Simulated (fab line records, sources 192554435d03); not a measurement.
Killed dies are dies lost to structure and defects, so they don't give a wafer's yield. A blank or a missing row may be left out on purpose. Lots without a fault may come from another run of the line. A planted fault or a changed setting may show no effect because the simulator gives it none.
Split-lot experiment | flow n5_finfet | 7 lots, 21 wafers read, on a route of 1938 steps

THE SPLIT
At N5_BEOL_M9_ILD_DEP_00 (deposits SiCOH lowk from DEMS/porogen, target thk 308.51 nm, time 58 s), the setting time_s was moved away from the recipe's 58 s on 8 of the 21 wafers read, by -12.0% to +5.4%. The other wafers ran this setting at the recipe's value.

FROM THE SPLIT TO THE READING: what the file shows between them, 1 step
- N5_BEOL_M9_CURE_71: cures SiCOH lowk, time 240 s

THE READING
M9_ILD_THK, in nm, at N5_BEOL_M9_THK_MEAS_01. Fault-free wafers of this fab line usually give 268 nm, standard deviation 3.4 nm.

wafer  | tool, chamber at the split | time_s as run, s | against the recipe | M9_ILD_THK, nm | against lot-mates on the recipe
L075.1 | pecvd-01, 1                | 52.41            | -9.6%              | 240            | -35
L075.5 | pecvd-01, 0                | 58               | recipe             | 275            | -
L075.6 | pecvd-01, 2                | 52.41            | -9.6%              | 248            | -27
L083.2 | pecvd-02, 0                | 58               | recipe             | 267            | -
L083.5 | pecvd-02, 0                | 58               | recipe             | 269            | -
L083.6 | pecvd-02, 2                | 58               | recipe             | 268            | -
L086.2 | pecvd-03, 1                | 58               | recipe             | 268            | -
L086.3 | pecvd-03, 2                | 61.15            | +5.4%              | 285            | +17
L086.4 | pecvd-03, 2                | 61.15            | +5.4%              | 284            | +16
L087.1 | pecvd-03, 0                | 60.65            | +4.6%              | 274            | +8
L087.4 | pecvd-03, 2                | 58               | recipe             | 266            | -
L087.6 | pecvd-03, 1                | 60.65            | +4.6%              | 282            | +16
L090.1 | pecvd-01, 1                | 51.02            | -12.0%             | 237            | -36
L090.4 | pecvd-01, 2                | 51.02            | -12.0%             | 237            | -36
L090.5 | pecvd-01, 1                | 58               | recipe             | 273            | -
L091.2 | pecvd-02, 0                | 58               | recipe             | 267            | -
L091.4 | pecvd-02, 0                | 58               | recipe             | 271            | -
L091.6 | pecvd-02, 2                | 58               | recipe             | 273            | -
L095.1 | pecvd-02, 1                | 58               | recipe             | 265            | -
L095.2 | pecvd-02, 2                | 58               | recipe             | 262            | -
L095.3 | pecvd-02, 0                | 58               | recipe             | 262            | -

THE FIT
A straight line over all 21 wafers: M9_ILD_THK changes by +2.58 nm for each +1% of time_s; r = +0.96; the points scatter about the line by 3.8 nm.
The same after taking each lot's own level away (the mean of its wafers on the recipe; 21 wafers): +3.03 nm for each +1%; r = +0.99; scatter 2.3 nm.
On that fit, the largest move of time_s shifts the reading by 36 nm.
The lots' own levels span 263.0 to 275.0 nm, that is 3.5 times the standard deviation above.
So the lot-to-lot level changes the slope: the two fits differ.
Check: with one of the wafers moved furthest among these (-12.0%) left out of the fit, the line predicts -37 nm for it against its lot-mates. It came out at -36 nm against them.

OTHER SPLITS ON THESE WAFERS
These wafers also went through other splits before the reading. Each is held against what the fit with the lots' levels taken away leaves over:
other split on the same wafers | wafers away from the commonest value | r with M9_ILD_THK (lot level and that fit taken away)
N5_BEOL_M8_PECVD_70 time_s     | 7                                    | +0.34

THE WHOLE CHAIN: every reading that the file lists as answering this split, in the file's order
step                   | what it does                                                           | reading                                                                                  | change (the file's fit)              | r (the file's)
N5_BEOL_M9_ILD_DEP_00  | deposits SiCOH lowk from DEMS/porogen, target thk 308.51 nm, time 58 s | SiCOH_lowk_of_BEOL_M9_ILD_DEP_00.thk_nm (the simulator's own value, which no gauge read) | +3.46 nm for each +1% of the setting | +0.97
N5_BEOL_M9_CURE_71     | cures SiCOH lowk, time 240 s                                           | SiCOH_lowk_of_BEOL_M9_ILD_DEP_00.thk_nm (the simulator's own value, which no gauge read) | +3.06 nm for each +1% of the setting | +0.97
N5_BEOL_M9_THK_MEAS_01 |                                                                        | M9_ILD_THK                                                                               | +3.06 for each +1% of the setting    | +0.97

THE FILE'S OWN FIT
M9_ILD_THK changes by +3.06 nm for each +1% of time_s, r = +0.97.
